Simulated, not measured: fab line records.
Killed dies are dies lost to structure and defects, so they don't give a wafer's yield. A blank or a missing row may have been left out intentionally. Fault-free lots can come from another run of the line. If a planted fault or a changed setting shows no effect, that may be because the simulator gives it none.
Matching of chambers    flow nand_harc    3 sister chambers for NHARC_A_STAIRCASE_DEP_301 on pecvd-03
The step deposits SiON, target thk 30 nm. 6 wafers are shown with their chamber, then 9 later ones without.

EACH WAFER AND ITS CHAMBER
wafer   chamber  heater_power_w (W)  heater_power_outer_w (W)
L081.4  0        770                 445
L082.4  1        663                 414
L082.5  0        829                 472
L089.2  1        640                 401
L089.3  2        792                 449
L089.4  2        812                 458

WAFERS WHOSE CHAMBER IS MISSING
wafer   heater_power_w (W)  heater_power_outer_w (W)
L092.1  638                 416
L092.2  821                 489
L092.4  869                 493
L096.1  642                 400
L096.2  773                 444
L096.5  755                 455
L095.4  619                 375
L095.5  791                 444
L095.6  812                 484

WHICH CHAMBER EACH ONE RAN IN
wafer   from the rows above      in truth
L092.1  1                        1
L092.2  can't be placed: 0 or 2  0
L092.4  can't be placed: 0 or 2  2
L096.1  1                        1
L096.2  can't be placed: 2 or 0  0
L096.5  can't be placed: 0 or 2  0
L095.4  1                        1
L095.5  can't be placed: 2 or 0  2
L095.6  can't be placed: 0 or 2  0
Correctly placed: 3 of 9. Cannot be placed on the basis of these rows: 6; the candidates contain the true chamber in 6. Placed wrongly: 0.
How it was worked out, from the rows above alone: a wafer's distance from a chamber is the root of the sum, over the readings, of the square of ((its reading less the chamber's mean) divided by the reading's scatter). If the next closest chamber is less than 2 further off than the closest, the wafer can't be placed; otherwise it belongs to the closest. Each chamber's mean is taken over the wafers shown for it. The scatter is the square root of a quotient: the sum, over the shown wafers, of each reading's squared deviation from its chamber's mean, divided by wafers minus chambers.
